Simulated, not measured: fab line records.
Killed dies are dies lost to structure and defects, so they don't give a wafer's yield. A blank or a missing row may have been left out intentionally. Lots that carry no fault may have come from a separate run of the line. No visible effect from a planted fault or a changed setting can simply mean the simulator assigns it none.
A struck lot beside a sound one | flow n5 finfet | 14 out of 1938 route steps
Sound: wafers L709.3, L709.4, L709.6. Struck: wafer L718.5 (left out: L718.4, L718.6 of the same lot, which were not struck); the cause appears at the end.
Order at every step that has rows: each side's tool, ch and its chambers, its first start. Under that, the readings that differ: sound wafers | struck wafers | difference of the means | sigmas: that difference in standard deviations of wafers without a fault.
alike: readings with means less than 2 such deviations apart, plus words and numbers identical on both sides. not compared: withheld readings, readings lacking a value on some wafer, bounds such as >300 that could conceal the same value, and numbers that have no deviation in the record and whose values overlap.
The two part at a step that has a row with sigmas, a row that says differs or no value, or rows on one side only. Non-overlapping numbers with no deviation appear without sigmas and do not part them. Lack of a reading on every wafer of one side parts them only where that side has two or more wafers.

first, 2 steps without rows for these wafers: N5_BEOL_M13_PRECLEAN_39 (cleans in residue remover, time 60 s); N5_BEOL_M13_SRD_40 (time 30 s, dry time 30 s).
N5_BEOL_M13_DEGAS_41: time 60 s.
  struck on pvd sputter-01, day 14 17:25; sound on pvd sputter-02, day 11 08:11
  alike: heater power w
then, 2 steps without rows for these wafers: N5_BEOL_M13_PRE_CLEAN_42 (time 30 s); N5_BEOL_M13_SPUTTER_43 (material TaN, target thk 15 nm, time 24.19 s).
N5_BEOL_M13_SPUTTER_44: material Ta, target thk 10 nm, time 16.13 s.
  struck on pvd sputter-01, day 14 17:34; sound on pvd sputter-02, day 11 08:21
  alike: throttle valve pct
N5_BEOL_M13_SPUTTER_45: material Cu, target thk 80 nm, time 13.33 s.
  struck on pvd sputter-01, day 14 17:39; sound on pvd sputter-02, day 11 08:26
  alike: throttle valve pct
then, 1 step without rows for these wafers: N5_BEOL_M13_ECD_47 (material Cu, target thk 936 nm).
N5_BEOL_M13_ANNEAL_48: time 90 s.
  sound on rtp anneal-01 ch 0, day 11 08:48; struck on rtp anneal-02 ch 0, day 14 18:18
  reading          | sound                | struck | difference | sigmas
  wafer_temp_C_max | 225.96 225.94 225.97 | 226.44 | +0.48      | +2
  alike: anneal temp c max
N5_BEOL_M13_CMP_49: polishes, stops on SiOC, t overpolish 17.1 s, target thk 420 nm.
  sound on cmp-01 ch 1,2, day 11 09:01; struck on cmp-03 ch 3, day 14 18:34
  reading              | sound                | struck | difference | sigmas
  motor current A (A)  | 6.2 5.9 6.0          | 7.3    | +1.3       | +2
  overpolish run s (s) | 17.090 17.112 17.102 | 17.079 | -0.022     | -3
  alike: barrier field endpoint s
N5_BEOL_M13_THK_MEAS_50: measures by xrf.
  struck on film metro-02, day 14 18:46; sound on film metro-01, day 11 09:18
  alike: M13_THK
then, 1 step without rows for these wafers: N5_BEOL_M13_PRE_CLEAN_52 (time 15 s).
N5_BEOL_M13_DEP_53: deposits SiCN from 3MS/NH3, target thk 50 nm, time 17.8 s.
  sound on pecvd-04 ch 0,1, day 11 09:23; struck on pecvd-04 ch 0, day 14 18:50
  reading                                   | sound        | struck | difference | sigmas
  model.SiCN_of_BEOL_M13_DEP_53.thk nm (nm) | 50.2 50 51.2 | 29.8   | -20.7      |
  alike: showerhead plenum p Torr, throttle valve pct
N5_BEOL_M13_RS_MEAS_54: the measuring method here is four-point-probe.
  struck on film metro-01, day 14 18:53; sound on film metro-01, day 11 09:28
  reading         | sound                | struck | difference | sigmas
  M13_RS (ohm/sq) | 0.0436 0.0429 0.0444 | 0.0452 | +0.0016    | +3

== WHERE THEY PART ==
First at N5_BEOL_M13_ANNEAL_48; last, within this record, at N5_BEOL_M13_RS_MEAS_54.

WHY: what the simulator had put in
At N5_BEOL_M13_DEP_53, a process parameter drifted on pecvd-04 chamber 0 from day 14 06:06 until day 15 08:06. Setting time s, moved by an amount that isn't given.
